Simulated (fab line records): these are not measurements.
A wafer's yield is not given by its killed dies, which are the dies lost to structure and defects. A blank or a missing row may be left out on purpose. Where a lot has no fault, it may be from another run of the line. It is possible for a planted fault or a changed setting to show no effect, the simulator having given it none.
Split-lot study    flow n5-finfet    39 wafers read from 7 lots, route of 1938 steps

## THE SPLIT
At N5_WELL_APT_IMPLANT_31, the setting energy-kev was moved away from the recipe's 60 on 12 of the 39 wafers read, by -6.1% to +11.1%. The other wafers ran this setting at the recipe's value.

The reading comes from the split's own step.

## THE READING
The simulator's own value implant.drp-nm, read by no gauge, in nm at N5_WELL_APT_IMPLANT_31. The file does not state a usual value for it.

wafer   tool, chamber at the split  energy-kev as run  against the recipe  implant.drp-nm, nm  against lot-mates on the recipe
L078.1  implanter-02, 0             60                 recipe              64.53               -
L078.2  implanter-02, 0             60                 recipe              64.53               -
L078.3  implanter-02, 0             60                 recipe              64.53               -
L078.4  implanter-02, 0             66.65              +11.1%              68.13               +3.60
L078.5  implanter-02, 0             66.65              +11.1%              68.13               +3.60
L078.6  implanter-02, 0             66.65              +11.1%              68.13               +3.60
L080.1  implanter-01, 0             60                 recipe              64.53               -
L080.2  implanter-01, 0             60                 recipe              64.53               -
L080.4  implanter-01, 0             60                 recipe              64.53               -
L082.1  implanter-01, 0             60                 recipe              64.53               -
L082.3  implanter-01, 0             60                 recipe              64.53               -
L082.4  implanter-01, 0             60                 recipe              64.53               -
L082.2  implanter-01, 0             56.33              -6.1%               62.39               -2.14
L082.5  implanter-01, 0             56.33              -6.1%               62.39               -2.14
L082.6  implanter-01, 0             56.33              -6.1%               62.39               -2.14
L086.1  implanter-01, 0             60                 recipe              64.53               -
L086.2  implanter-01, 0             60                 recipe              64.53               -
L086.5  implanter-01, 0             60                 recipe              64.53               -
L086.3  implanter-01, 0             62.19              +3.6%               65.75               +1.22
L086.4  implanter-01, 0             62.19              +3.6%               65.75               +1.22
L086.6  implanter-01, 0             62.19              +3.6%               65.75               +1.22
L092.1  implanter-02, 0             60                 recipe              64.53               -
L092.2  implanter-02, 0             60                 recipe              64.53               -
L092.3  implanter-02, 0             60                 recipe              64.53               -
L092.4  implanter-02, 0             60                 recipe              64.53               -
L092.5  implanter-02, 0             60                 recipe              64.53               -
L092.6  implanter-02, 0             60                 recipe              64.53               -
L093.1  implanter-02, 0             60                 recipe              64.53               -
L093.2  implanter-02, 0             60                 recipe              64.53               -
L093.3  implanter-02, 0             60                 recipe              64.53               -
L093.4  implanter-02, 0             60                 recipe              64.53               -
L093.5  implanter-02, 0             60                 recipe              64.53               -
L093.6  implanter-02, 0             60                 recipe              64.53               -
L097.1  implanter-02, 0             60                 recipe              64.53               -
L097.2  implanter-02, 0             60                 recipe              64.53               -
L097.3  implanter-02, 0             60                 recipe              64.53               -
L097.4  implanter-02, 0             65.71              +9.5%               67.64               +3.11
L097.5  implanter-02, 0             65.71              +9.5%               67.64               +3.11
L097.6  implanter-02, 0             65.71              +9.5%               67.64               +3.11

THE FIT
A straight line over all 39 wafers: implant.drp-nm changes by +0.331 nm for each +1% of energy-kev; r = +1.00; the points scatter about the line by 0.036 nm.
The same after taking each lot's own level away (the mean of its wafers on the recipe; 39 wafers): +0.331 nm for each +1%; r = +1.00; scatter 0.036 nm.
On that fit, the largest move of energy-kev shifts the reading by 3.7 nm.
The lots' own levels span 64.530 to 64.530 nm.
Hence the lot-to-lot level has little effect on the slope; both slopes agree.
Check: for one of the wafers moved furthest among these (+11.1%), held out of the fit, the line's prediction against its lot-mates is +3.66 nm. Against them it came out at +3.6 nm.

## THE WHOLE CHAIN: every reading that the file lists as answering this split, in the file's order
step                    what it does  reading                                                          change (the file's fit)               r (the file's)
N5_WELL_APT_IMPLANT_31                implant.rp-nm (the simulator's own value, which no gauge read)   +2.65 nm for each +1% of the setting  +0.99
N5_WELL_APT_IMPLANT_31                implant.drp-nm (the simulator's own value, which no gauge read)  +0.33 nm for each +1% of the setting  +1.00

## THE FILE'S OWN FIT
implant.drp-nm changes by +0.33 nm for each +1% of energy-kev, r = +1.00.
